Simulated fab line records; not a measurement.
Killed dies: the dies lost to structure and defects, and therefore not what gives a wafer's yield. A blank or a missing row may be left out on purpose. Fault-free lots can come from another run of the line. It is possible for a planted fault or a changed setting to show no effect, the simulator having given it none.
Chamber matching / flow n5 finfet / N5_BEOL_M1_STRIP_36 on rie diel-01: 4 sister chambers
The step strips in N2/H2. 4 wafers are shown with their chamber, then 12 later ones without.

## WAFERS, EACH WITH ITS CHAMBER
wafer=L089.4; chamber=3; drypump motor current A (A)=5.2
wafer=L088.5; chamber=2; drypump motor current A (A)=4.8
wafer=L090.4; chamber=0; drypump motor current A (A)=6.1
wafer=L090.6; chamber=1; drypump motor current A (A)=5.8

## WAFERS MISSING THEIR CHAMBER
wafer=L091.2; drypump motor current A (A)=5.2
wafer=L091.3; drypump motor current A (A)=6.2
wafer=L091.5; drypump motor current A (A)=6.2
wafer=L093.3; drypump motor current A (A)=5.2
wafer=L093.4; drypump motor current A (A)=4.8
wafer=L093.5; drypump motor current A (A)=5.2
wafer=L094.1; drypump motor current A (A)=6.2
wafer=L094.4; drypump motor current A (A)=4.8
wafer=L094.6; drypump motor current A (A)=5.2
wafer=L097.3; drypump motor current A (A)=5.2
wafer=L097.4; drypump motor current A (A)=5.8
wafer=L097.6; drypump motor current A (A)=5.9

## EACH ONE'S CHAMBER
wafer=L091.2; from the rows above=3; in truth=3
wafer=L091.3; from the rows above=0; in truth=0
wafer=L091.5; from the rows above=0; in truth=0
wafer=L093.3; from the rows above=3; in truth=3
wafer=L093.4; from the rows above=2; in truth=2
wafer=L093.5; from the rows above=3; in truth=3
wafer=L094.1; from the rows above=0; in truth=0
wafer=L094.4; from the rows above=2; in truth=2
wafer=L094.6; from the rows above=3; in truth=3
wafer=L097.3; from the rows above=3; in truth=3
wafer=L097.4; from the rows above=1; in truth=1
wafer=L097.6; from the rows above=can't be placed: 1 or 0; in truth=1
11 of 12 placed correctly. Can't be placed from these rows: 1 (the true chamber is among the candidates in 1). Wrongly placed: 0.
How it was worked out, from the rows above alone: a wafer's distance from a chamber is the root of the sum, over the readings, of the square of ((its reading less the chamber's mean) divided by the reading's scatter). If the next closest chamber is less than 2 further off than the closest, the wafer can't be placed; otherwise it belongs to the closest. Each chamber's mean is taken over the wafers shown for it. The scatter: root of mean squared gap, hidden wafer to nearest shown wafer, with one shown wafer a chamber.
